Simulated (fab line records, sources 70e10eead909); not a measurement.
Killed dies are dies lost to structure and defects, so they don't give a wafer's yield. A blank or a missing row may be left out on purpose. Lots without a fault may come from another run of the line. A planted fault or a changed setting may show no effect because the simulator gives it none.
Chamber matching | flow nand_harc | NHARC_A_STAIRCASE_TRIM_220 on rie_diel-02: 4 sister chambers
The step chemistry O2, time 211.2 s. 4 wafers are shown with their chamber, then 9 later ones without.

WAFERS WITH THEIR CHAMBER
wafer  | chamber | showerhead_plenum_p_Torr (Torr)
L084.3 | 1       | 3.40
L085.1 | 3       | 3.47
L085.2 | 2       | 3.32
L085.5 | 0       | 3.79

WAFERS WITHOUT THEIR CHAMBER
wafer  | showerhead_plenum_p_Torr (Torr)
L088.2 | 3.79
L088.4 | 3.47
L088.5 | 3.79
L089.2 | 3.32
L089.3 | 3.47
L089.4 | 3.39
L097.1 | 3.38
L097.4 | 3.30
L097.5 | 3.46

WHICH CHAMBER EACH WENT THROUGH
wafer  | from the rows above | in truth
L088.2 | 0                   | 0
L088.4 | 3                   | 3
L088.5 | 0                   | 0
L089.2 | 2                   | 2
L089.3 | 3                   | 3
L089.4 | 1                   | 1
L097.1 | 1                   | 1
L097.4 | 2                   | 2
L097.5 | 3                   | 3
Placed correctly: 9 of 9. Can't be placed from these rows: 0. Placed wrongly: 0.
How it was worked out, from the rows above alone: a wafer's distance from a chamber is the root of the sum, over the readings, of the square of ((its reading less the chamber's mean) divided by the reading's scatter). The wafer belongs to the nearest chamber; if the next one is less than 2 further off, it can't be placed. A chamber's mean is the mean of its shown wafers. The scatter: with one shown wafer a chamber, the root of the mean of the squares of how far each hidden wafer lies from its nearest shown one.
